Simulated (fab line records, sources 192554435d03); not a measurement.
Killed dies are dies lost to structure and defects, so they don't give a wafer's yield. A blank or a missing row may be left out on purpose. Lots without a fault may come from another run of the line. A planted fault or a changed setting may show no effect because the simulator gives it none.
One fault seen from 2 desks | flow n5_finfet | each desk has only its own numbers; what lay behind them comes last

THE TOOL OWNER'S DESK: cmp-03
The tool's own readings at N5_SDB_CMP_30 (polishes, stops on poly-Si, t overpolish 1.54 s, target thk 30 nm): means of the sampled wafers that have a number, for each lot that ran on this tool. A lot is out of limits, marked OUT, if its mean lies more than 4 standard deviations from the usual mean; the brackets give that distance.
Columns: A = head_pressure_psi at N5_SDB_CMP_30, usual 4.148 psi; B = motor_current_A at N5_SDB_CMP_30, usual 12.9 A; C = overpolish_run_s at N5_SDB_CMP_30, usual 1.541 s; D = time_to_endpoint_s at N5_SDB_CMP_30, usual 17.1 s
lot  | first seen here | A               | B    | C     | D
L817 | day 5 03:35     | 4.152           | 12.6 | 1.541 | 19.4
L827 | day 7 18:48     | 4.142           | 12.9 | 1.542 | 20.0
L828 | day 7 20:52     | 3.765 (-46) OUT | 12.2 | 1.539 | 20.5
L831 | day 8 15:34     | 3.585 (-68) OUT | 11.1 | 1.539 | 24.0
This desk's finding: out of limits on L828, L831; first on L828, day 7 20:52 (head_pressure_psi at N5_SDB_CMP_30). In limits: L817, L827.

THE METROLOGY DESK
What the gauges read, lot by lot, whatever tool the lot ran on: means of the sampled wafers that have a number. A lot is out of limits, marked OUT, if its mean lies more than 4 standard deviations from the usual mean; the brackets give that distance. Of its 10 readings 7 are shown: those that lie furthest out on some lot.
Columns: A = DIBL_N at N5_BEOL_M4_RC_MEAS_101, usual 36.5 mV/V; B = DIBL_P at N5_BEOL_M4_RC_MEAS_101, usual 36.6 mV/V; C = IOFF_P at N5_BEOL_M4_RC_MEAS_101, usual 0.217 nA/um; D = ION_P at N5_BEOL_M4_RC_MEAS_101, usual 464 uA/um; E = SS_N at N5_BEOL_M4_RC_MEAS_101, usual 71.6 mV/dec; F = SS_P at N5_BEOL_M4_RC_MEAS_101, usual 73.4 mV/dec; G = VT_P at N5_BEOL_M4_RC_MEAS_101, usual -250 mV
lot  | first seen here | A    | B    | C     | D   | E    | F    | G
L815 | day 9 01:41     | 34.5 | 35.0 | 0.214 | 469 | 71.6 | 73.2 | -249
L817 | day 9 18:49     | 37.5 | 38.2 | 0.225 | 461 | 71.6 | 73.9 | -252
L822 | day 10 02:55    | 37.9 | 36.9 | 0.236 | 466 | 71.9 | 73.7 | -250
L823 | day 11 02:08    | 39.5 | 39.8 | 0.219 | 457 | 72.5 | 74.7 | -251
L825 | day 11 17:27    | 36.9 | 37.1 | 0.198 | 456 | 71.7 | 73.7 | -254
L828 | day 11 23:09    | 36.1 | 35.6 | 0.167 | 451 | 71.7 | 72.9 | -256
L827 | day 11 23:23    | 37.4 | 37.8 | 0.243 | 470 | 71.5 | 73.7 | -248
L829 | day 12 06:28    | 35.7 | 35.1 | 0.179 | 459 | 71.2 | 72.9 | -253
L831 | day 13 00:58    | 36.4 | 37.3 | 0.217 | 462 | 72.1 | 73.3 | -250
L835 | day 13 16:08    | 36.7 | 36.3 | 0.218 | 462 | 71.9 | 73.6 | -251
This desk's finding: nothing out of limits on any of the 10 lots.

PUT TOGETHER
The tool owner's desk could have raised an alarm at day 7 20:52, on L828, L831.
The metrology desk saw nothing out of limits.
The metrology desk has L828, L831 on record, within its limits.
Of the lots named, all ran N5_SDB_CMP_30 on cmp-03.

WHAT THE SIMULATOR HAD PUT IN
Process parameter drift: cmp-03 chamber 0, from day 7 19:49 on, at N5_SDB_CMP_30. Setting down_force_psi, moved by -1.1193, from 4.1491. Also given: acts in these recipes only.
Lots struck among those shown: L828, L831.
Hours from the fault's start to each desk's first reading out of limits: the tool owner's desk, 1.
